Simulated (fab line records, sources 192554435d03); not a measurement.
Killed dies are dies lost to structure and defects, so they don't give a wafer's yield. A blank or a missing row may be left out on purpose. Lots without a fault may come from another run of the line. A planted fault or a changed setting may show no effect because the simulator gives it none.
fab line records | flow n5_finfet
record lots=24 wafers=72 last_day=20
route steps=1938 shown BEOL_M10@1486
lots that met no fault: from a run of the same line without faults
start_h: hours from the record's first day to the start of the lot's first wafer shown | wait_h: hours since the lot's step before | " the same as in the row above | L1.1+2: a row that stands for several wafers | - no value, or no start given | * or withheld: withheld | < > ~ a bound
route shown NAME@n: a module of which the file shows steps, and the number in the route of the first | usual: mean/standard deviation of fault-free wafers | same: alike in all rows | chamber/n: place in a boat | sites: the reading at each site | _std_site: their standard deviation | _edge_site: outer sites' mean less inner sites' | radius_mm: how far each site lies from the wafer's centre | mask NAME#n: copy n | behind: the tool/chamber that last shaped the wafer | hold: why the lot was held/for how many hours/how that ended | device: the transistor (n, p or np) that didn't switch | end of line: the same wafers' tests at the end of the route | a step without rows: its recipe alone | killed: dies lost to structure and defects at the first sort, not the wafer's yield | map: a wafer's dies, x killed, . not, _ none there
set.NAME: the setting as run; set.NAME@STEP: as run at that earlier step | model.NAME: the simulator's own value behind a step, which no gauge read
steps of the route over a sample of lots; a table a step, a row a wafer
services: from which hour (start_h, from the record's first day; less than 0 if before it) a tool's chamber was out of use, for how many hours, and why
## steps
# step N5_BEOL_M10_DESCUM_16
# recipe chemistry=O2 time_s=7.9 source_power_w=50 bias_power_w=20 pressure_mtorr=20 rf_frequency_hz=2.712e+07 temp_c=40 resist=CAR-ArF o2_flow_sccm=225
# usual drypump_motor_current_A=5.8/0.4 oes_product_au=0.76/0.07 rf_vpp_V=243.3/1.1 showerhead_plenum_p_Torr=2.11/0.053 throttle_valve_pct=20.50/0.19
# columns lot.wafer tool chamber start_h wait_h drypump_motor_current_A oes_product_au rf_hours_counter_h rf_vpp_V showerhead_plenum_p_Torr throttle_valve_pct
L074.2 rie_diel-01 0 261.35 0.1 5.7 0.82 88 243.7 2.20 20.50
L074.5 " 3 " " 5.6 0.75 - 243.0 2.09 20.56
L074.6 " 2 " " 6.2 0.82 - 241.6 2.03 20.54
L075.2 rie_diel-06 3 275.68 0.6 5.9 0.73 167 242.7 2.10 20.50
L075.3 " 0 " " 6.0 0.73 210 242.9 2.07 20.68
L075.4 " 1 " " 5.7 0.81 93 243.3 2.11 20.49
L077.1 rie_diel-04 2 280.55 0.4 5.5 0.68 235 244.3 2.15 21.00
L077.2 " 0 " " 6.4 0.87 45 246.1 2.21 20.34
L077.5 " 1 " " 5.3 0.78 - 244.3 2.09 20.14
L078.1 rie_diel-01 3 287.51 0.4 5.6 0.74 167 241.4 2.08 20.59
L078.3 " 1 " " 5.7 0.80 115 242.6 2.11 20.44
L078.5 " 2 " " 6.2 0.81 - 240.8 2.02 20.56
L076.1 rie_diel-04 1 288.25 0.0 5.3 0.78 129 244.9 2.09 20.14
L076.2 " 0 " " 6.4 0.87 49 246.9 2.21 20.35
L076.4 " 2 " " 5.5 0.67 239 242.5 2.15 21.00
L079.3 rie_diel-04 1 291.14 0.4 5.3 0.77 130 242.9 2.09 20.16
L079.5 " 0 " " 6.4 0.86 - 245.6 2.21 20.35
L079.6 " 1 " " 5.3 0.77 - 242.7 2.09 20.15
L081.1 rie_diel-06 0 297.81 0.1 5.9 0.72 220 242.6 2.07 20.70
L081.3 " 1 " " 5.7 0.81 102 243.9 2.11 20.52
L081.6 " 0 " " 5.9 0.71 - 243.2 2.07 20.69
L082.1 rie_diel-06 3 308.45 0.0 5.9 0.72 181 243.4 2.09 20.52
L082.3 " 2 " " 5.1 0.71 214 245.3 2.17 20.39
L082.4 " 0 " " 6.0 0.71 - 242.9 2.06 20.72
L080.3 rie_diel-04 0 308.90 0.0 6.4 0.86 56 245.1 2.21 20.36
L080.5 " 1 " " 5.3 0.76 - 243.0 2.09 20.14
L080.6 " 2 " " 5.5 0.67 - 242.4 2.15 21.00
L083.1 rie_diel-04 2 313.76 1.1 5.5 0.67 248 243.5 2.15 21.01
L083.4 " 1 " " 5.3 0.76 139 242.9 2.09 20.17
L083.6 " 0 " " 6.4 0.86 - 245.6 2.21 20.37
L084.1 rie_diel-01 1 315.09 0.0 5.8 0.78 127 242.8 2.10 20.44
L084.2 " 2 " " 6.2 0.80 107 242.6 2.02 20.60
L084.4 " 1 " " 5.7 0.79 - 242.9 2.10 20.45
L085.2 rie_diel-01 2 332.44 0.0 6.2 0.79 115 242.2 2.01 20.60
L085.3 " 0 " " 5.8 0.81 110 244.1 2.19 20.54
L085.6 " 2 " " 6.2 0.79 - 239.8 2.01 20.59
L086.1 rie_diel-04 2 339.94 0.0 5.4 0.98 1 242.8 2.14 20.62
L086.4 " 1 " " 5.3 0.75 152 241.9 2.08 20.18
L086.6 " 1 " " 5.3 0.74 - 242.9 2.08 20.17
L087.2 rie_diel-04 2 343.51 0.3 5.4 0.97 3 245.6 2.14 20.63
L087.3 " 3 " " 6.5 0.70 232 243.8 2.16 20.33
L087.5 " 2 " " 5.4 0.96 - 243.0 2.14 20.65
L088.2 rie_diel-06 3 343.67 0.2 5.9 0.71 195 243.5 2.08 20.55
L088.4 " 0 " " 5.9 0.70 238 241.9 2.06 20.72
L088.5 " 3 " " 5.9 0.71 - 243.6 2.09 20.56
L089.2 rie_diel-06 1 361.75 0.2 5.7 0.77 122 243.0 2.10 20.53
L089.4 " 0 " " 6.0 0.69 245 241.9 2.06 20.72
L089.5 " 2 " " 5.1 0.69 - 244.2 2.16 20.43
L090.1 rie_diel-01 1 373.33 0.3 5.8 0.77 145 242.0 2.10 20.48
L090.4 " 0 " " 5.7 0.79 125 244.5 2.19 20.56
L090.5 " 3 " " 5.6 0.71 - 243.5 2.07 20.63
L092.1 rie_diel-06 1 375.30 0.0 5.7 0.77 127 243.6 2.10 20.55
L092.2 " 0 " " 6.0 0.69 250 243.0 2.06 20.74
L092.5 " 3 " " 5.9 0.70 - 243.2 2.08 20.56
L093.1 rie_diel-01 1 375.48 0.0 5.8 0.76 146 243.7 2.10 20.50
L093.3 " 3 " " 5.6 0.70 204 241.6 2.07 20.65
L093.5 " 3 " " 5.6 0.70 - 243.8 2.07 20.62
L091.1 rie_diel-06 2 386.67 0.4 5.1 0.68 242 244.6 2.16 20.44
L091.4 " 2 " " 5.0 0.69 - 242.7 2.16 20.43
L091.6 " 3 " " 5.9 0.71 - 242.4 2.08 20.55
L096.1 rie_diel-01 0 403.15 0.3 5.7 0.78 137 244.8 2.18 20.59
L096.2 " 3 " " 5.6 0.71 213 242.4 2.07 20.66
L096.3 " 1 " " 5.7 0.74 157 242.7 2.09 20.52
L095.1 rie_diel-06 0 411.41 0.0 6.0 0.98 0 243.6 2.06 20.37
L095.2 " 3 " " 5.9 0.69 223 242.2 2.08 20.60
L095.4 " 0 " " 6.0 0.97 - 242.3 2.06 20.39
L097.4 rie_diel-01 0 420.23 0.3 5.7 0.77 - 243.7 2.18 20.59
L097.5 " 1 " " 5.8 0.75 - 242.8 2.09 20.52
L097.6 " 3 " " 5.6 0.70 - 243.3 2.07 20.64
L094.1 rie_diel-04 3 423.29 0.1 6.5 0.97 3 244.5 2.15 19.97
L094.4 " 0 " " 6.4 0.81 92 244.2 2.20 20.40
L094.5 " 1 " " 5.3 0.73 - 243.4 2.07 20.22
# step N5_BEOL_M10_DESCUM_33
# recipe chemistry=O2 time_s=7.9 source_power_w=50 bias_power_w=20 pressure_mtorr=20 rf_frequency_hz=2.712e+07 temp_c=40 resist=CAR-ArF o2_flow_sccm=225
# usual drypump_motor_current_A=5.8/0.42 oes_product_au=0.76/0.065 rf_vpp_V=243.5/1.1 showerhead_plenum_p_Torr=2.12/0.051 throttle_valve_pct=20.50/0.21
# columns lot.wafer tool chamber start_h wait_h drypump_motor_current_A oes_product_au rf_hours_counter_h rf_vpp_V showerhead_plenum_p_Torr throttle_valve_pct
L074.2 rie_diel-01 1 262.73 0.3 5.7 0.81 106 243.1 2.11 20.41
L074.5 " 2 " " 6.3 0.83 - 242.8 2.03 20.57
L074.6 " 3 " " 5.6 0.74 - 244.2 2.09 20.53
L075.2 rie_diel-04 2 278.68 0.0 5.4 0.68 234 243.3 2.15 20.98
L075.3 " 1 " " 5.3 0.78 124 242.9 2.09 20.13
L075.4 " 0 " " 6.4 0.88 - 245.4 2.21 20.33
L077.1 rie_diel-01 1 281.78 0.0 5.7 0.79 113 241.7 2.11 20.46
L077.2 " 2 " " 6.3 0.82 93 242.3 2.02 20.57
L077.5 " 2 " " 6.2 0.82 - 243.5 2.02 20.56
L078.1 rie_diel-04 3 289.10 0.0 6.5 0.73 208 242.4 2.17 20.30
L078.3 " 2 " " 5.4 0.68 239 243.7 2.15 21.01
L078.5 " 2 " " 5.4 0.67 - 245.2 2.15 21.01
L076.1 rie_diel-01 3 289.93 0.6 5.6 0.74 168 244.1 2.08 20.59
L076.2 " 0 " " 5.8 0.82 99 244.0 2.20 20.52
L076.4 " 2 " " 6.2 0.80 96 241.8 2.02 20.57
L079.3 rie_diel-06 2 292.03 0.0 5.1 0.71 208 246.2 2.17 20.39
L079.5 " 1 " " 5.7 0.79 - 243.7 2.11 20.50
L079.6 " 2 " " 5.1 0.71 - 243.3 2.17 20.38
L081.1 rie_diel-01 0 302.36 0.3 5.7 0.81 104 245.3 2.20 20.54
L081.3 " 2 " " 6.2 0.81 101 240.3 2.02 20.57
L081.6 " 3 " " 5.6 0.73 - 241.6 2.08 20.57
L082.1 rie_diel-04 0 309.99 0.6 6.4 0.87 56 245.4 2.21 20.35
L082.3 " 1 " " 5.3 0.77 137 244.8 2.09 20.17
L082.4 " 2 " " 5.4 0.67 246 244.1 2.15 21.03
L080.3 rie_diel-04 2 310.62 0.7 5.4 0.67 247 244.2 2.15 21.03
L080.5 " 2 " " 5.5 0.67 - 244.4 2.15 21.00
L080.6 " 3 " " 6.5 0.73 - 245.0 2.16 20.30
L083.1 rie_diel-04 2 316.03 0.2 5.4 0.67 249 244.7 2.15 21.02
L083.4 " 0 " " 6.4 0.84 59 244.5 2.21 20.35
L083.6 " 3 " " 6.5 0.72 - 244.9 2.16 20.30
L084.1 rie_diel-06 1 316.07 0.0 5.7 0.79 104 241.4 2.11 20.51
L084.2 " 0 " " 5.9 0.70 226 242.4 2.06 20.70
L084.4 " 3 " " 5.9 0.72 183 242.2 2.09 20.52
L085.2 rie_diel-04 3 335.06 0.0 6.4 0.72 227 243.7 2.16 20.31
L085.3 " 1 " " 5.3 0.75 - 242.6 2.08 20.19
L085.6 " 1 " " 5.3 0.75 - 242.9 2.08 20.18
L086.1 rie_diel-06 3 342.26 0.0 5.9 0.72 194 242.4 2.09 20.53
L086.4 " 0 " " 6.0 0.70 237 242.6 2.06 20.70
L086.6 " 3 " " 5.9 0.71 - 242.4 2.09 20.51
L088.2 rie_diel-04 1 344.65 0.0 5.3 0.74 154 243.9 2.08 20.17
L088.4 " 2 " " 5.4 0.96 - 243.1 2.14 20.63
L088.5 " 1 " " 5.3 0.75 - 242.2 2.08 20.19
L087.2 rie_diel-06 2 344.82 0.0 5.1 0.70 227 245.1 2.16 20.41
L087.3 " 0 " " 6.0 0.70 238 241.7 2.06 20.74
L087.5 " 1 " " 5.7 0.79 - 243.9 2.10 20.53
L089.2 rie_diel-01 2 362.83 0.0 6.2 0.77 127 242.7 2.01 20.62
L089.4 " 1 " " 5.8 0.76 142 243.6 2.10 20.50
L089.5 " 2 " " 6.2 0.77 - 242.1 2.01 20.63
L090.1 rie_diel-06 3 374.43 0.2 5.9 0.71 207 243.6 2.08 20.56
L090.4 " 1 " " 5.7 0.77 126 243.4 2.10 20.56
L090.5 " 3 " " 5.9 0.71 - 243.8 2.08 20.56
L093.1 rie_diel-06 3 378.26 0.0 5.9 0.71 208 241.9 2.08 20.55
L093.3 " 1 " " 5.8 0.77 127 244.2 2.10 20.54
L093.5 " 1 " " 5.7 0.78 - 243.2 2.10 20.53
L092.1 rie_diel-04 2 378.43 0.0 5.4 0.92 15 244.1 2.14 20.65
L092.2 " 3 " " 6.5 0.72 243 242.5 2.16 20.33
L092.5 " 1 " " 5.3 0.74 - 242.7 2.08 20.22
L091.1 rie_diel-06 3 388.71 0.0 5.9 0.70 212 242.2 2.08 20.56
L091.4 " 3 " " 5.9 0.70 - 243.2 2.08 20.56
L091.6 " 2 " " 5.0 0.69 - 244.0 2.16 20.43
L096.1 rie_diel-04 2 404.88 0.0 5.5 0.91 22 243.8 2.14 20.66
L096.2 " 1 " " 5.3 0.73 173 242.9 2.08 20.21
L096.3 " 0 " " 6.4 0.82 85 245.3 2.20 20.39
L095.1 rie_diel-04 0 412.43 0.0 6.4 0.81 88 244.4 2.20 20.40
L095.2 " 1 " " 5.3 0.73 177 242.1 2.07 20.21
L095.4 " 2 " " 5.5 0.90 - 244.1 2.14 20.67
L097.4 rie_diel-01 3 421.46 0.0 5.6 0.70 - 243.1 2.07 20.64
L097.5 " 0 " " 5.7 0.76 - 244.6 2.18 20.61
L097.6 " 1 " " 5.8 0.74 - 243.7 2.09 20.51
L094.1 rie_diel-06 3 426.65 0.4 5.8 0.69 230 242.4 2.07 20.60
L094.4 " 1 " " 5.7 0.75 - 243.3 2.09 20.57
L094.5 " 3 " " 5.9 0.69 - 241.3 2.07 20.58
# step N5_BEOL_M10_ETCH_65
# recipe chemistry=CF4 target=SiARC target_depth_a=390 mask_material=CAR-ArF time_s=65 ion_energy_ev=80 pressure_mtorr=40 source_w=545 bias_w=36 Ar_flow_sccm=100 cf4_flow_sccm=100 ends=cleared
# usual drypump_motor_current_A=5.8/0.42 etch_rf_on_time_s=64.8/0.75 oes_product_au=0.65/0.055 rf_vpp_V=184.2/1.1 showerhead_plenum_p_Torr=2.16/0.049 throttle_valve_pct=15.68/0.19
# columns lot.wafer tool chamber start_h wait_h drypump_motor_current_A etch_rf_on_time_s oes_product_au rf_hours_counter_h rf_vpp_V showerhead_plenum_p_Torr throttle_valve_pct
L074.2 rie_diel-01 1 262.77 0.0 5.8 65.0 0.68 106 184.4 2.15 15.56
L074.5 " 2 " " 6.3 65.2 0.70 - 181.8 2.08 15.73
L074.6 " 3 " " 5.6 64.9 0.65 - 182.5 2.14 15.79
L075.2 rie_diel-04 2 278.71 0.0 5.4 65.1 0.58 234 182.7 2.19 16.14
L075.3 " 1 " " 5.3 64.7 0.66 124 184.7 2.14 15.37
L075.4 " 0 " " 6.4 63.7 0.75 - 186.0 2.26 15.54
L077.1 rie_diel-01 1 281.82 0.0 5.8 64.8 0.67 113 183.5 2.15 15.58
L077.2 " 2 " " 6.2 64.4 0.69 93 182.7 2.08 15.74
L077.5 " 2 " " 6.2 64.1 0.69 - 184.7 2.08 15.74
L078.1 rie_diel-04 3 289.14 0.0 6.5 65.0 0.63 208 185.4 2.21 15.52
L078.3 " 2 " " 5.4 65.4 0.58 239 184.4 2.19 16.16
L078.5 " 2 " " 5.4 65.1 0.58 - 184.6 2.19 16.15
L076.1 rie_diel-01 3 289.96 0.0 5.5 64.2 0.63 168 183.9 2.14 15.80
L076.2 " 0 " " 5.7 64.5 0.69 99 184.6 2.24 15.66
L076.4 " 2 " " 6.2 63.5 0.69 96 184.2 2.08 15.75
L079.3 rie_diel-06 2 292.07 0.0 5.1 64.1 0.61 208 184.5 2.22 15.61
L079.5 " 1 " " 5.7 64.4 0.69 - 184.8 2.16 15.67
L079.6 " 2 " " 5.1 64.9 0.61 - 184.2 2.22 15.60
L081.1 rie_diel-01 0 302.39 0.0 5.7 65.9 0.68 104 185.7 2.23 15.66
L081.3 " 2 " " 6.3 65.1 0.68 101 183.6 2.08 15.77
L081.6 " 3 " " 5.6 66.4 0.63 - 183.2 2.14 15.83
L082.1 rie_diel-04 0 310.02 0.0 6.4 64.0 0.73 56 186.1 2.26 15.55
L082.3 " 1 " " 5.3 66.0 0.65 137 183.5 2.14 15.38
L082.4 " 2 " " 5.4 64.9 0.58 246 184.7 2.19 16.17
L080.3 rie_diel-04 2 310.66 0.0 5.5 65.2 0.58 247 184.0 2.19 16.17
L080.5 " 2 " " 5.4 64.5 0.58 - 185.3 2.19 16.17
L080.6 " 3 " " 6.5 64.8 0.62 - 183.1 2.20 15.52
L083.1 rie_diel-04 2 316.07 0.0 5.4 65.4 0.58 249 184.8 2.18 16.18
L083.4 " 0 " " 6.4 63.7 0.73 59 185.8 2.26 15.55
L083.6 " 3 " " 6.5 65.1 0.62 - 183.0 2.20 15.52
L084.1 rie_diel-06 1 316.10 0.0 5.8 64.0 0.69 104 183.8 2.16 15.67
L084.2 " 0 " " 5.9 64.8 0.61 226 183.4 2.11 15.93
L084.4 " 3 " " 5.9 64.2 0.62 183 184.4 2.13 15.63
L085.2 rie_diel-04 3 335.11 0.0 6.5 65.9 0.61 227 184.7 2.20 15.55
L085.3 " 1 " " 5.3 65.8 0.63 - 182.4 2.13 15.43
L085.6 " 1 " " 5.3 65.8 0.64 - 183.8 2.13 15.42
L086.1 rie_diel-06 3 342.29 0.0 5.9 63.8 0.61 194 182.7 2.12 15.65
L086.4 " 0 " " 5.9 64.4 0.60 237 183.5 2.11 15.93
L086.6 " 3 " " 5.9 63.5 0.62 - 183.6 2.12 15.66
L088.2 rie_diel-04 1 344.69 0.0 5.3 65.9 0.64 154 182.0 2.13 15.42
L088.4 " 2 " " 5.4 64.3 0.82 - 186.1 2.18 15.68
L088.5 " 1 " " 5.3 65.8 0.64 - 184.3 2.13 15.45
L087.2 rie_diel-06 2 344.85 0.0 5.1 64.3 0.59 227 185.8 2.21 15.65
L087.3 " 0 " " 5.9 65.1 0.60 238 182.4 2.11 15.93
L087.5 " 1 " " 5.7 64.5 0.67 - 182.8 2.15 15.72
L089.2 rie_diel-01 2 362.86 0.0 6.2 64.0 0.67 127 181.5 2.07 15.83
L089.4 " 1 " " 5.8 64.2 0.66 142 184.7 2.14 15.64
L089.5 " 2 " " 6.2 64.6 0.67 - 183.4 2.07 15.81
L090.1 rie_diel-06 3 374.46 0.0 5.9 64.5 0.61 207 183.4 2.12 15.67
L090.4 " 1 " " 5.7 64.9 0.67 127 184.0 2.15 15.73
L090.5 " 3 " " 5.9 64.8 0.61 - 183.4 2.12 15.69
L093.1 rie_diel-06 3 378.29 0.0 5.9 64.6 0.60 208 183.6 2.12 15.67
L093.3 " 1 " " 5.8 65.5 0.67 127 185.0 2.15 15.74
L093.5 " 1 " " 5.8 65.3 0.66 - 183.9 2.15 15.73
L092.1 rie_diel-04 2 378.46 0.0 5.5 63.8 0.79 15 185.6 2.18 15.71
L092.2 " 3 " " 6.5 65.9 0.60 243 184.9 2.19 15.60
L092.5 " 1 " " 5.3 66.1 0.63 - 184.6 2.13 15.47
L091.1 rie_diel-06 3 388.74 0.0 5.9 64.5 0.61 212 184.7 2.12 15.68
L091.4 " 3 " " 5.9 64.2 0.60 - 183.5 2.12 15.66
L091.6 " 2 " " 5.0 64.4 0.59 - 184.1 2.20 15.66
L096.1 rie_diel-04 2 404.91 0.0 5.4 63.9 0.77 22 183.5 2.18 15.72
L096.2 " 1 " " 5.3 65.9 0.62 173 182.8 2.12 15.46
L096.3 " 0 " " 6.4 63.5 0.70 85 185.1 2.25 15.61
L095.1 rie_diel-04 0 412.46 0.0 6.4 64.6 0.70 88 184.5 2.25 15.60
L095.2 " 1 " " 5.3 65.8 0.62 177 184.3 2.12 15.49
L095.4 " 2 " " 5.4 63.5 0.77 - 185.5 2.18 15.74
L097.4 rie_diel-01 3 421.51 0.0 5.6 66.1 0.60 - 183.1 2.12 15.91
L097.5 " 0 " " 5.7 65.3 0.65 - 185.6 2.22 15.73
L097.6 " 1 " " 5.8 64.6 0.64 - 184.1 2.13 15.68
L094.1 rie_diel-06 3 426.69 0.0 5.9 64.2 0.59 230 182.5 2.11 15.71
L094.4 " 1 " " 5.8 64.2 0.65 - 183.0 2.14 15.77
L094.5 " 3 " " 5.9 64.3 0.59 - 185.9 2.11 15.74
# step N5_BEOL_M10_CURE_72
# recipe temp_c=370 time_s=120 ambient=DMADMS/He material=SiCOH_lowk
# usual lamp_power_pct=52.31/0.055 wafer_temp_C_max=371.6/0.43
# columns lot.wafer tool chamber start_h wait_h lamp_power_pct wafer_temp_C_max
L074.2 uv_cure-01 1 263.47 0.1 52.26 371.9
L074.5 " 1 " " 52.33 371.6
L074.6 " 1 " " 52.27 371.4
L075.2 uv_cure-01 2 279.42 0.1 52.32 371.3
L075.3 " 2 " " 52.33 371.5
L075.4 " 2 " " 52.35 370.9
L077.1 uv_cure-01 0 282.59 0.2 52.28 371.4
L077.2 " 0 " " 52.30 372.0
L077.5 " 0 " " 52.21 371.1
L078.1 uv_cure-01 2 289.79 0.0 52.25 371.6
L078.3 " 2 " " 52.34 371.8
L078.5 " 2 " " 52.41 372.0
L076.1 uv_cure-02 0 290.62 0.0 52.28 372.2
L076.2 " 0 " " 52.31 371.7
L076.4 " 0 " " 52.32 371.6
L079.3 uv_cure-01 1 292.96 0.3 52.41 370.9
L079.5 " 1 " " 52.26 371.6
L079.6 " 1 " " 52.23 371.1
L081.1 uv_cure-01 1 303.05 0.0 52.29 372.2
L081.3 " 1 " " 52.42 371.1
L081.6 " 1 " " 52.33 371.5
L082.1 uv_cure-02 1 310.67 0.0 52.35 371.8
L082.3 " 1 " " 52.30 372.6
L082.4 " 1 " " 52.26 372.2
L080.3 uv_cure-01 2 311.63 0.2 52.33 372.0
L080.5 " 2 " " 52.27 371.5
L080.6 " 2 " " 52.31 371.6
L083.1 uv_cure-01 2 316.72 0.0 52.33 371.6
L083.4 " 2 " " 52.29 371.5
L083.6 " 2 " " 52.37 371.0
L084.1 uv_cure-02 0 316.91 0.2 52.41 371.8
L084.2 " 0 " " 52.28 372.3
L084.4 " 0 " " 52.31 371.9
L085.2 uv_cure-02 1 336.20 0.3 52.25 372.3
L085.3 " 1 " " 52.28 371.6
L085.6 " 1 " " 52.29 371.4
L086.1 uv_cure-01 1 342.95 0.0 52.26 371.7
L086.4 " 1 " " 52.27 371.5
L086.6 " 1 " " 52.24 371.8
L088.2 uv_cure-01 1 345.40 0.1 52.28 372.0
L088.4 " 1 " " 52.27 371.6
L088.5 " 1 " " 52.32 371.7
L087.2 uv_cure-02 1 345.71 0.2 52.29 372.0
L087.3 " 1 " " 52.37 372.6
L087.5 " 1 " " 52.32 372.4
L089.2 uv_cure-01 0 363.58 0.1 52.30 370.9
L089.4 " 0 " " 52.42 371.3
L089.5 " 0 " " 52.29 371.1
L090.1 uv_cure-01 2 375.11 0.0 52.35 371.9
L090.4 " 2 " " 52.36 371.2
L090.5 " 2 " " 52.28 371.7
L093.1 uv_cure-02 1 378.95 0.0 52.45 371.7
L093.3 " 1 " " 52.27 372.1
L093.5 " 1 " " 52.09 371.4
L092.1 uv_cure-01 2 379.39 0.3 52.25 371.7
L092.2 " 2 " " 52.35 371.6
L092.5 " 2 " " 52.38 371.7
L091.1 uv_cure-01 1 389.39 0.0 52.37 371.4
L091.4 " 1 " " 52.25 370.7
L091.6 " 1 " " 52.27 371.3
L096.1 uv_cure-02 0 405.57 0.0 52.34 372.4
L096.2 " 0 " " 52.33 371.1
L096.3 " 0 " " 52.31 372.0
L095.1 uv_cure-01 1 413.14 0.1 52.36 371.3
L095.2 " 1 " " 52.18 372.2
L095.4 " 1 " " 52.32 371.9
L097.4 uv_cure-01 0 422.30 0.2 52.32 371.0
L097.5 " 0 " " 52.30 370.8
L097.6 " 0 " " 52.30 371.0
L094.1 uv_cure-02 1 427.36 0.0 52.29 371.2
L094.4 " 1 " " 52.27 371.2
L094.5 " 1 " " 52.30 372.5
# step N5_BEOL_M10_PRE_CLEAN_45
# recipe gas=H2/He time_s=30 temp_c=250
# usual heater_power_w=347/37
# columns lot.wafer tool chamber start_h wait_h heater_power_w
L074.2 pvd_sputter-03 - 264.80 0.0 309
L074.5 " - " " 301
L074.6 " - " " 334
L075.2 pvd_sputter-01 - 279.86 0.0 361
L075.3 " - " " 352
L075.4 " - " " 340
L077.1 pvd_sputter-02 - 283.27 0.0 325
L077.2 " - " " 373
L077.5 " - " " 323
L078.1 pvd_sputter-01 - 290.49 0.0 418
L078.3 " - " " 351
L078.5 " - " " 409
L076.1 pvd_sputter-01 - 290.98 0.0 338
L076.2 " - " " 349
L076.4 " - " " 417
L079.3 pvd_sputter-02 - 293.35 0.0 380
L079.5 " - " " 353
L079.6 " - " " 323
L081.1 pvd_sputter-01 - 303.52 0.0 350
L081.3 " - " " 345
L081.6 " - " " 343
L082.1 pvd_sputter-03 - 311.04 0.0 311
L082.3 " - " " 284
L082.4 " - " " 295
L080.3 pvd_sputter-03 - 312.15 0.0 287
L080.5 " - " " 291
L080.6 " - " " 299
L084.1 pvd_sputter-01 - 317.37 0.0 405
L084.2 " - " " 346
L084.4 " - " " 348
L083.1 pvd_sputter-03 - 317.53 0.0 309
L083.4 " - " " 325
L083.6 " - " " 290
L085.2 pvd_sputter-02 - 336.75 0.0 384
L085.3 " - " " 384
L085.6 " - " " 346
L086.1 pvd_sputter-01 - 343.37 0.0 358
L086.4 " - " " 350
L086.6 " - " " 346
L088.2 pvd_sputter-03 - 347.04 0.0 291
L088.4 " - " " 311
L088.5 " - " " 329
L087.2 pvd_sputter-01 - 347.07 0.0 348
L087.3 " - " " 332
L087.5 " - " " 359
L089.2 pvd_sputter-02 - 364.29 0.0 321
L089.4 " - " " 360
L089.5 " - " " 374
L090.1 pvd_sputter-01 - 375.57 0.0 348
L090.4 " - " " 348
L090.5 " - " " 420
L093.1 pvd_sputter-02 - 379.41 0.0 326
L093.3 " - " " 377
L093.5 " - " " 361
L092.1 pvd_sputter-01 - 379.91 0.0 336
L092.2 " - " " 352
L092.5 " - " " 410
L091.1 pvd_sputter-03 - 389.75 0.0 335
L091.4 " - " " 292
L091.6 " - " " 334
L096.1 pvd_sputter-01 - 406.28 0.0 363
L096.2 " - " " 353
L096.3 " - " " 344
L095.1 pvd_sputter-01 - 413.91 0.0 343
L095.2 " - " " 355
L095.4 " - " " 348
L097.4 pvd_sputter-03 - 422.97 0.0 285
L097.5 " - " " 330
L097.6 " - " " 297
L094.1 pvd_sputter-02 - 428.59 0.0 355
L094.4 " - " " 382
L094.5 " - " " 369
# step N5_BEOL_M10_SURFACE_TREAT_76
# recipe gas=Ar time_s=* ion_energy_ev=* ion_current_ma_cm2=0.5 pressure_mtorr=* ar_flow_sccm=30
# usual throttle_valve_pct=*
# columns lot.wafer tool chamber start_h wait_h throttle_valve_pct
L074.2 pvd_sputter-03 - 265.22 0.2 *
L074.5 " - " " *
L074.6 " - " " *
L075.2 pvd_sputter-03 - 280.47 0.4 *
L075.3 " - " " *
L075.4 " - " " *
L077.1 pvd_sputter-02 - 283.67 0.2 *
L077.2 " - " " *
L077.5 " - " " *
L078.1 pvd_sputter-01 - 291.08 0.4 *
L078.3 " - " " *
L078.5 " - " " *
L076.1 pvd_sputter-02 - 291.56 0.4 *
L076.2 " - " " *
L076.4 " - " " *
L079.3 pvd_sputter-02 - 293.81 0.2 *
L079.5 " - " " *
L079.6 " - " " *
L081.1 pvd_sputter-02 - 304.00 0.3 *
L081.3 " - " " *
L081.6 " - " " *
L082.1 pvd_sputter-03 - 311.38 0.2 *
L082.3 " - " " *
L082.4 " - " " *
L080.3 pvd_sputter-01 - 313.51 1.0 *
L080.5 " - " " *
L080.6 " - " " *
L084.1 pvd_sputter-03 - 317.73 0.2 *
L084.2 " - " " *
L084.4 " - " " *
L083.1 pvd_sputter-02 - 317.91 0.2 *
L083.4 " - " " *
L083.6 " - " " *
L085.2 pvd_sputter-02 - 337.11 0.2 *
L085.3 " - " " *
L085.6 " - " " *
L086.1 pvd_sputter-03 - 343.76 0.2 *
L086.4 " - " " *
L086.6 " - " " *
L088.2 pvd_sputter-03 - 347.40 0.2 *
L088.4 " - " " *
L088.5 " - " " *
L087.2 pvd_sputter-03 - 347.44 0.2 *
L087.3 " - " " *
L087.5 " - " " *
L089.2 pvd_sputter-02 - 366.42 1.9 *
L089.4 " - " " *
L089.5 " - " " *
L090.1 pvd_sputter-02 - 378.93 2.9 *
L090.4 " - " " *
L090.5 " - " " *
L093.1 pvd_sputter-01 - 379.79 0.2 *
L093.3 " - " " *
L093.5 " - " " *
L092.1 pvd_sputter-01 - 380.85 0.7 *
L092.2 " - " " *
L092.5 " - " " *
L091.1 pvd_sputter-03 - 390.21 0.2 *
L091.4 " - " " *
L091.6 " - " " *
L096.1 pvd_sputter-02 - 406.87 0.2 *
L096.2 " - " " *
L096.3 " - " " *
L095.1 pvd_sputter-01 - 414.31 0.2 *
L095.2 " - " " *
L095.4 " - " " *
L097.4 pvd_sputter-03 - 423.37 0.2 *
L097.5 " - " " *
L097.6 " - " " *
L094.1 pvd_sputter-02 - 429.03 0.2 *
L094.4 " - " " *
L094.5 " - " " *
## services
# columns tool chamber start_h hours kind
rie_diel-06 3 258.10 3.1 repair
rie_diel-04 3 260.32 20.8 repair
rie_diel-06 1 301.28 8.3 repair
rie_diel-06 - 310.71 2.8 pm
rie_diel-01 0 311.39 14.6 repair
rie_diel-04 2 317.65 - clean
rie_diel-04 2 317.65 - consumable_replace:focus_ring
rie_diel-04 2 317.65 19.5 scheduled_down
rie_diel-04 2 317.65 19.5 vent_cycle
rie_diel-01 1 323.83 2.3 repair
rie_diel-04 0 328.48 9.2 repair
rie_diel-01 1 337.50 9.0 repair
uv_cure-02 - 348.48 2.1 pm
uv_cure-02 - 354.24 0.6 repair
rie_diel-01 3 376.33 6.9 repair
rie_diel-06 0 377.94 8.3 repair
uv_cure-02 - 379.58 5.1 repair
uv_cure-01 - 384.60 1.0 pm
uv_cure-02 - 391.20 3.4 pm
rie_diel-01 2 397.61 35.8 repair
rie_diel-04 3 401.11 - clean
rie_diel-06 2 401.88 2.7 repair
rie_diel-06 1 416.73 1.6 repair
rie_diel-01 3 424.27 7.3 repair
## key
fault none
